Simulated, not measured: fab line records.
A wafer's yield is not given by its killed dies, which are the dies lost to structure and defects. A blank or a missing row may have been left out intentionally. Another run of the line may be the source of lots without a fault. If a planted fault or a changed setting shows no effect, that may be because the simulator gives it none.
Chamber matching | flow nandHarc | NHARC_A_STAIRCASE_DESCUM_219 on rieDiel-12 has 4 sister chambers
The step chemistry O2, time 3 s. 27 wafers are shown with their chamber, then 12 later ones without.

## EACH WAFER AND ITS CHAMBER
wafer  | chamber | showerheadPlenumPTorr (Torr) | drypumpMotorCurrentA (A) | oesProductAu (a.u.)
L076.2 | 2       | 1.81                         | 5.3                      | 0.984
L076.4 | 3       | 1.98                         | 5.6                      | 1.013
L076.5 | 0       | 2.00                         | 6.1                      | 0.979
L078.2 | 0       | 2.00                         | 6.1                      | 0.979
L078.3 | 1       | 2.07                         | 5.9                      | 0.986
L078.5 | 3       | 1.98                         | 5.6                      | 1.007
L079.2 | 1       | 2.07                         | 6.0                      | 1.002
L079.3 | 0       | 1.99                         | 6.1                      | 0.988
L079.6 | 3       | 1.98                         | 5.5                      | 1.009
L080.2 | 1       | 2.07                         | 5.9                      | 1.005
L080.4 | 0       | 1.99                         | 6.1                      | 0.979
L080.6 | 1       | 2.07                         | 5.9                      | 0.996
L082.1 | 0       | 1.99                         | 6.1                      | 0.981
L082.3 | 3       | 1.98                         | 5.5                      | 1.007
L082.5 | 2       | 1.81                         | 5.4                      | 0.997
L085.1 | 0       | 1.99                         | 6.1                      | 0.982
L085.4 | 2       | 1.81                         | 5.3                      | 0.984
L085.5 | 3       | 1.98                         | 5.5                      | 1.012
L086.1 | 1       | 2.06                         | 5.9                      | 0.972
L086.4 | 2       | 1.81                         | 5.4                      | 0.984
L086.6 | 0       | 1.99                         | 6.1                      | 0.979
L088.2 | 0       | 1.99                         | 6.1                      | 0.983
L088.3 | 1       | 2.06                         | 5.9                      | 0.992
L088.6 | 0       | 1.99                         | 6.1                      | 0.985
L089.1 | 2       | 1.81                         | 5.3                      | 0.986
L089.2 | 0       | 1.99                         | 6.0                      | 0.970
L089.5 | 3       | 1.97                         | 5.5                      | 1.010

SIGNATURES (means of the wafers above)
reading               | chamber 0 | chamber 1 | chamber 2 | chamber 3 | scatter within a chamber
showerheadPlenumPTorr | 1.9920    | 2.0667    | 1.8100    | 1.9783    | 0.00405
drypumpMotorCurrentA  | 6.090     | 5.917     | 5.340     | 5.533     | 0.0431
oesProductAu          | 0.98050   | 0.99217   | 0.98700   | 1.00967   | 0.00687
Rule: a wafer lies at a distance from a chamber equal to the root of the sum of squares, over the readings, of (its reading less the chamber's mean, divided by the reading's scatter). If the next closest chamber is less than 2 further off than the closest, the wafer can't be placed; otherwise it belongs to the closest. The scatter is the square root of a quotient: the sum, over the shown wafers, of each reading's squared deviation from its chamber's mean, divided by wafers minus chambers.

## WAFERS WHOSE CHAMBER IS MISSING
wafer  | showerheadPlenumPTorr (Torr) | drypumpMotorCurrentA (A) | oesProductAu (a.u.)
L093.1 | 1.99                         | 6.1                      | 0.978
L093.2 | 2.06                         | 5.9                      | 0.987
L093.6 | 1.81                         | 5.3                      | 0.987
L096.2 | 2.06                         | 5.9                      | 0.996
L096.4 | 1.80                         | 5.3                      | 0.991
L096.5 | 2.06                         | 5.9                      | 0.986
L097.2 | 1.98                         | 6.1                      | 0.963
L097.4 | 1.97                         | 5.6                      | 1.001
L097.6 | 1.97                         | 5.6                      | 0.998
L094.1 | 1.80                         | 5.4                      | 0.983
L094.4 | 1.98                         | 6.1                      | 0.977
L094.6 | 1.98                         | 6.1                      | 0.968

## THE CHAMBER EACH PASSED THROUGH
wafer  | from the rows above | in truth
L093.1 | 0                   | 0
L093.2 | 1                   | 1
L093.6 | 2                   | 2
L096.2 | 1                   | 1
L096.4 | 2                   | 2
L096.5 | 1                   | 1
L097.2 | 0                   | 0
L097.4 | 3                   | 3
L097.6 | 3                   | 3
L094.1 | 2                   | 2
L094.4 | 0                   | 0
L094.6 | 0                   | 0
Correct placement for 12 of the 12. Can't be placed from these rows: 0. Number placed wrongly: 0.
